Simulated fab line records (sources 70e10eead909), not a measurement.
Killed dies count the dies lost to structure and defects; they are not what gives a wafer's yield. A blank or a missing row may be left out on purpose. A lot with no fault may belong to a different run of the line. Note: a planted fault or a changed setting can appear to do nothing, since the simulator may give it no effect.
Chamber matching	flow nand_harc	4 sister chambers for NHARC_A_WL_FILL_STRIP_29 on rie_diel-02
The step strips in O2, time 20 s. 8 wafers are shown with their chamber, then 7 later ones without.

== WAFERS, EACH WITH ITS CHAMBER ==
wafer	chamber	showerhead_plenum_p_Torr (Torr)	oes_product_au (a.u.)
L078.4	1	3.30	0.995
L078.5	0	3.58	0.999
L084.2	1	3.30	0.987
L084.4	0	3.57	0.984
L084.5	3	3.74	1.003
L084.6	2	3.52	1.013
L081.1	2	3.52	1.009
L081.3	3	3.74	1.013

== WAFERS WHOSE CHAMBER IS MISSING ==
wafer	showerhead_plenum_p_Torr (Torr)	oes_product_au (a.u.)
L081.6	3.30	0.996
L086.1	3.30	1.006
L086.3	3.57	1.000
L086.5	3.30	1.002
L085.1	3.51	1.002
L085.2	3.30	0.999
L085.4	3.57	0.999

== EACH ONE'S CHAMBER ==
wafer	from the rows above	in truth
L081.6	1	1
L086.1	1	1
L086.3	0	0
L086.5	1	1
L085.1	2	2
L085.2	1	1
L085.4	0	0
Correctly placed: 7 of 7. Left unplaced by these rows: 0. Wrongly placed: 0.
How it was worked out, from the rows above alone: a wafer's distance from a chamber is the root of the sum, over the readings, of the square of ((its reading less the chamber's mean) divided by the reading's scatter). If the next closest chamber is less than 2 further off than the closest, the wafer can't be placed; otherwise it belongs to the closest. A chamber's mean is the mean of its shown wafers. How the scatter is found: for the shown wafers, subtract from each reading the mean of its chamber, square and add these, divide the total by (wafers less chambers), then take the root.
